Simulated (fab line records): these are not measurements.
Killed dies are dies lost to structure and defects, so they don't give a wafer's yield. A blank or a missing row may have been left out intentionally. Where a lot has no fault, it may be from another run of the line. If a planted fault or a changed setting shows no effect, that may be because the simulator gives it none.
fab line records -- flow n5Finfet -- part 2 of 2: steps 5 to 6 of 6
record lots=22, wafers=66, lastDay=18
route steps=1938 shown SD_EPI_P@307 SD_ACTIVATION@332 SDB@361 HKMG_FIN@386
lots with no fault: from the same line, run without faults
startH: hours from the record's first day to the start of the lot's first wafer shown -- waitH: hours from the lot's prior step to this one -- " unchanged from the row above -- L1.1+2: a row that stands for several wafers -- - no value, or no start was given -- * or withheld: withheld -- < > ~ a bound
route shown NAME@n: a module of which the file shows steps, and the number in the route of the first -- usual: mean and standard deviation over wafers with no fault -- same: alike in all rows -- chamber/n: place in a boat -- sites: per-site readings -- _std_site: standard deviation across them -- _edge_site: the outer-site mean with the inner-site mean subtracted -- radiusMm: how far each site lies from the wafer's centre -- mask NAME#n: copy n -- behind: the last tool/chamber to shape the wafer -- hold: reason for holding the lot/hours on hold/outcome of the hold -- device: the n, p or np transistor that did not switch -- end of line: tests run on the same wafers once the route is complete -- a step given without rows: its recipe and nothing more -- killed: at the first sort, the dies lost to defects and structure; wafer yield is something else -- map: a wafer's dies, x killed, . not, _ none there
set.NAME: the run value of the setting; set.NAME@STEP: its run value at that earlier step -- model.NAME: the simulator's own value behind a step, which no gauge read
route steps across a sampled set of lots; one table per step, one row per wafer
services: the hour from which a tool's chamber was out of use, counted from the record's first day as startH (under 0 if before that day), plus the number of hours and why
## steps
# step N5_SDB_STRIP_21
# recipe chemistry=CF4, resist=SiARC, powerW=300, biasPowerW=75, pressureMtorr=50, cf4FlowSccm=150, rfFrequencyHz=6e+07
# usual drypumpMotorCurrentA=5.7/0.4, oesProductAu=0.82/0.089, rfVppV=271.5/1.3, showerheadPlenumPTorr=1.80/0.044, throttleValvePct=13.51/0.24
lot.wafer,tool,chamber,startH,waitH,drypumpMotorCurrentA,oesProductAu,rfHoursCounterH,rfVppV,showerheadPlenumPTorr,throttleValvePct
L074.3,rieDiel-01,2,66.98,0.0,4.9,0.68,246,271.1,1.82,13.65
L074.4,rieDiel-01,0,66.98,0.0,5.4,0.91,21,272.1,1.84,13.32
L074.5,rieDiel-01,1,66.98,0.0,6.1,0.88,-,272.4,1.83,13.44
L075.2,rieDiel-06,0,70.57,0.0,5.3,0.76,131,272.5,1.81,13.73
L075.3,rieDiel-06,1,70.57,0.0,6.1,0.73,177,269.8,1.72,13.64
L075.5,rieDiel-06,2,70.57,0.0,5.3,0.90,-,271.4,1.90,13.27
L076.1,rieDiel-01,0,78.12,0.0,5.4,0.91,26,271.3,1.84,13.34
L076.2,rieDiel-01,1,78.12,0.0,6.1,0.87,39,270.9,1.83,13.44
L076.4,rieDiel-01,2,78.12,0.0,4.9,0.67,250,272.6,1.81,13.66
L077.4,rieDiel-05,3,85.65,0.0,6.3,0.70,208,272.0,1.84,13.74
L077.5,rieDiel-05,2,85.65,0.0,5.8,0.94,-,270.6,1.77,13.55
L077.6,rieDiel-05,1,85.65,0.0,5.9,0.96,-,270.4,1.76,13.40
L078.2,rieDiel-05,1,88.92,0.0,5.9,0.97,3,270.7,1.76,13.40
L078.3,rieDiel-05,2,88.92,0.0,5.8,0.92,13,271.0,1.77,13.53
L078.6,rieDiel-05,3,88.92,0.0,6.3,0.70,-,272.2,1.84,13.76
L079.2,rieDiel-05,0,97.30,0.0,5.7,0.82,66,272.0,1.81,13.10
L079.3,rieDiel-05,1,97.30,0.0,5.8,0.96,5,270.3,1.75,13.40
L079.4,rieDiel-05,2,97.30,0.0,5.8,0.92,16,269.5,1.77,13.54
L080.2,rieDiel-06,2,101.52,0.0,5.3,0.88,29,273.9,1.90,13.30
L080.4,rieDiel-06,2,101.52,0.0,5.3,0.88,-,274.6,1.90,13.31
L080.5,rieDiel-06,1,101.52,0.0,6.1,0.72,-,268.8,1.72,13.66
L081.2,rieDiel-06,0,112.68,0.0,5.3,0.75,145,270.7,1.81,13.76
L081.5,rieDiel-06,3,112.68,0.0,5.1,0.70,-,272.0,1.85,13.90
L081.6,rieDiel-06,0,112.68,0.0,5.3,0.75,-,270.7,1.81,13.75
L082.1,rieDiel-01,3,116.10,0.0,5.6,0.70,197,272.3,1.86,13.82
L082.2,rieDiel-01,2,116.10,0.0,4.9,0.97,4,270.8,1.81,13.09
L082.6,rieDiel-01,1,116.10,0.0,6.1,0.85,-,272.2,1.82,13.50
L083.4,rieDiel-06,1,119.08,0.0,6.1,0.72,194,269.3,1.72,13.66
L083.5,rieDiel-06,0,119.08,0.0,5.3,0.74,-,271.9,1.81,13.75
L083.6,rieDiel-06,3,119.08,0.0,5.1,0.69,-,271.4,1.85,13.91
L085.1,rieDiel-01,2,133.12,0.0,4.9,0.95,8,271.5,1.81,13.11
L085.4,rieDiel-01,3,133.12,0.0,5.6,0.69,204,273.1,1.86,13.85
L085.5,rieDiel-01,1,133.12,0.0,6.1,0.85,-,271.0,1.82,13.52
L086.1,rieDiel-01,0,140.15,0.0,5.4,0.87,48,271.6,1.83,13.39
L086.4,rieDiel-01,3,140.15,0.0,5.6,0.70,207,272.3,1.85,13.85
L086.6,rieDiel-01,1,140.15,0.0,6.1,0.84,-,271.3,1.82,13.53
L088.1,rieDiel-05,3,148.83,0.0,6.2,0.68,234,272.6,1.83,13.83
L088.3,rieDiel-05,2,148.83,0.0,5.8,0.88,38,269.9,1.76,13.60
L088.4,rieDiel-05,1,148.83,0.0,5.9,0.90,26,269.8,1.75,13.46
L089.4,rieDiel-05,2,156.26,0.0,5.8,0.87,42,269.9,1.76,13.61
L089.5,rieDiel-05,2,156.26,0.0,5.7,0.87,-,268.5,1.76,13.61
L089.6,rieDiel-05,1,156.26,0.0,5.9,0.89,-,269.3,1.75,13.47
L090.1,rieDiel-05,3,162.23,0.0,6.3,0.67,240,272.5,1.83,13.83
L090.2,rieDiel-05,2,162.23,0.0,5.8,0.87,43,268.3,1.76,13.60
L090.3,rieDiel-05,1,162.23,0.0,5.9,0.89,31,270.6,1.75,13.48
L091.1,rieDiel-05,1,166.22,0.0,5.9,0.89,32,270.4,1.75,13.49
L091.3,rieDiel-05,2,166.22,0.0,5.8,0.87,44,269.7,1.76,13.63
L091.6,rieDiel-05,1,166.22,0.0,5.9,0.89,-,269.6,1.75,13.46
L092.1,rieDiel-01,0,176.45,0.0,5.4,0.85,64,270.9,1.82,13.43
L092.4,rieDiel-01,2,176.45,0.0,4.9,0.91,27,272.6,1.81,13.15
L092.5,rieDiel-01,0,176.45,0.0,5.4,0.85,-,271.8,1.83,13.43
L093.1,rieDiel-05,1,182.48,0.0,5.9,0.87,37,271.8,1.75,13.50
L093.4,rieDiel-05,0,182.48,0.0,5.7,0.78,98,270.6,1.80,13.19
L093.6,rieDiel-05,1,182.48,0.0,5.9,0.88,-,270.2,1.75,13.48
L094.2,rieDiel-01,0,187.57,0.0,5.4,0.85,67,273.0,1.82,13.43
L094.3,rieDiel-01,3,187.57,0.0,5.6,0.68,225,272.2,1.85,13.89
L094.6,rieDiel-01,2,187.57,0.0,4.9,0.90,-,272.1,1.81,13.15
L095.2,rieDiel-05,0,196.73,0.0,5.7,0.78,103,271.8,1.80,13.21
L095.4,rieDiel-05,2,196.73,0.0,5.8,0.86,-,271.3,1.76,13.65
L095.5,rieDiel-05,0,196.73,0.0,5.8,0.78,-,271.1,1.80,13.21
L097.2,rieDiel-05,2,206.23,0.0,5.7,0.84,58,271.1,1.75,13.63
L097.3,rieDiel-05,1,206.23,0.0,5.8,0.86,46,270.6,1.74,13.50
L097.5,rieDiel-05,0,206.23,0.0,5.7,0.77,-,271.9,1.80,13.22
L096.3,rieDiel-06,3,207.37,0.0,5.1,0.93,6,273.0,1.84,13.38
L096.4,rieDiel-06,2,207.37,0.0,5.3,0.83,62,273.1,1.89,13.36
L096.6,rieDiel-06,0,207.37,0.0,5.3,0.73,-,271.4,1.80,13.81
# step N5_HKMG_FIN_HK_ALD_01
# recipe material=HfO2, targetThkA=16, tempC=withheld, aldPrecursorFamily=HfCl4, aldCoReactant=H2O, pulseTimeS=3, purgeTimeS=3, coReactantPurgeTimeS=2.5, coReactantPulseTimeS=0.3, aldCycles=30
# usual precursorPulseHeightRel=1.001/0.021
# same aldCycles=30
lot.wafer,tool,chamber,startH,waitH,precursorPulseHeightRel
L074.3,aldHk-01,0,71.33,0.0,1.005
L074.4,aldHk-01,2,71.33,0.0,0.990
L074.5,aldHk-01,3,71.33,0.0,1.008
L075.2,aldHk-02,0,75.62,0.0,0.995
L075.3,aldHk-02,2,75.62,0.0,1.012
L075.5,aldHk-02,0,75.62,0.0,0.961
L076.1,aldHk-02,1,82.40,0.0,0.969
L076.2,aldHk-02,2,82.40,0.0,0.994
L076.4,aldHk-02,0,82.40,0.0,1.017
L077.4,aldHk-03,1,89.88,0.0,1.022
L077.5,aldHk-03,3,89.88,0.0,0.955
L077.6,aldHk-03,0,89.88,0.0,1.021
L078.2,aldHk-03,2,93.44,0.0,1.017
L078.3,aldHk-03,0,93.44,0.0,1.016
L078.6,aldHk-03,2,93.44,0.0,1.015
L079.2,aldHk-02,1,102.89,0.0,1.010
L079.3,aldHk-02,0,102.89,0.0,1.011
L079.4,aldHk-02,2,102.89,0.0,0.992
L080.2,aldHk-03,0,106.17,0.0,0.987
L080.4,aldHk-03,3,106.17,0.0,0.992
L080.5,aldHk-03,3,106.17,0.0,0.976
L081.2,aldHk-01,2,117.80,0.0,1.013
L081.5,aldHk-01,1,117.80,0.0,0.983
L081.6,aldHk-01,0,117.80,0.0,0.955
L082.1,aldHk-02,3,121.64,0.0,0.988
L082.2,aldHk-02,1,121.64,0.0,1.010
L082.6,aldHk-02,0,121.64,0.0,1.027
L083.4,aldHk-02,0,123.89,0.0,0.976
L083.5,aldHk-02,1,123.89,0.0,0.989
L083.6,aldHk-02,0,123.89,0.0,0.983
L085.1,aldHk-01,1,138.45,0.0,1.033
L085.4,aldHk-01,2,138.45,0.0,0.972
L085.5,aldHk-01,2,138.45,0.0,0.956
L086.1,aldHk-02,1,146.26,0.0,0.975
L086.4,aldHk-02,0,146.26,0.0,1.032
L086.6,aldHk-02,0,146.26,0.0,0.968
L088.1,aldHk-03,1,153.37,0.0,1.006
L088.3,aldHk-03,0,153.37,0.0,1.022
L088.4,aldHk-03,2,153.37,0.0,0.993
L089.4,aldHk-03,1,160.63,0.0,0.999
L089.5,aldHk-03,3,160.63,0.0,0.998
L089.6,aldHk-03,2,160.63,0.0,0.984
L090.1,aldHk-01,3,166.48,0.0,0.967
L090.2,aldHk-01,2,166.48,0.0,0.995
L090.3,aldHk-01,0,166.48,0.0,0.997
L091.1,aldHk-02,1,170.52,0.0,0.972
L091.3,aldHk-02,2,170.52,0.0,1.021
L091.6,aldHk-02,3,170.52,0.0,1.006
L092.1,aldHk-02,2,181.32,0.1,0.991
L092.4,aldHk-02,0,181.32,0.1,1.014
L092.5,aldHk-02,2,181.32,0.1,1.014
L093.1,aldHk-01,0,187.26,0.0,1.042
L093.4,aldHk-01,2,187.26,0.0,1.008
L093.6,aldHk-01,3,187.26,0.0,0.991
L094.2,aldHk-01,2,191.80,0.0,0.962
L094.3,aldHk-01,3,191.80,0.0,0.986
L094.6,aldHk-01,1,191.80,0.0,1.019
L095.2,aldHk-03,3,202.59,0.0,0.996
L095.4,aldHk-03,2,202.59,0.0,1.009
L095.5,aldHk-03,0,202.59,0.0,0.988
L097.2,aldHk-03,1,210.96,0.0,0.977
L097.3,aldHk-03,2,210.96,0.0,0.978
L097.5,aldHk-03,3,210.96,0.0,1.042
L096.3,aldHk-01,2,211.63,0.0,1.029
L096.4,aldHk-01,1,211.63,0.0,1.002
L096.6,aldHk-01,1,211.63,0.0,1.018
## services
tool,chamber,startH,hours,kind
aldHk-03,-,31.66,2.8,pm
rieDiel-03,2,32.31,2.2,repair
rieDiel-06,0,33.54,14.8,repair
rieDiel-06,3,44.54,8.9,repair
rieDiel-05,1,58.41,-,clean
rieDiel-05,1,58.41,-,consumableReplace:focusRing
rieDiel-05,1,58.41,20.7,scheduledDown
rieDiel-05,1,58.41,20.7,ventCycle
rieDiel-04,-,69.57,28.1,pm
rieDiel-05,1,89.71,3.3,repair
rieDiel-06,3,100.54,10.5,repair
rieDiel-02,-,102.59,2.8,pm
aldHk-03,-,121.51,0.3,repair
rieDiel-06,-,125.58,28.1,pm
rieDiel-01,2,128.72,2.3,repair
rieDiel-04,3,136.92,-,clean
rieDiel-04,3,136.92,-,consumableReplace:focusRing
rieDiel-04,3,136.92,28.0,scheduledDown
rieDiel-04,3,136.92,28.0,ventCycle
rieDiel-03,1,144.94,3.3,repair
aldHk-03,-,157.70,0.2,repair
rieDiel-04,2,165.08,-,clean
rieDiel-02,-,197.02,0.7,repair
rieDiel-02,1,204.40,10.7,repair
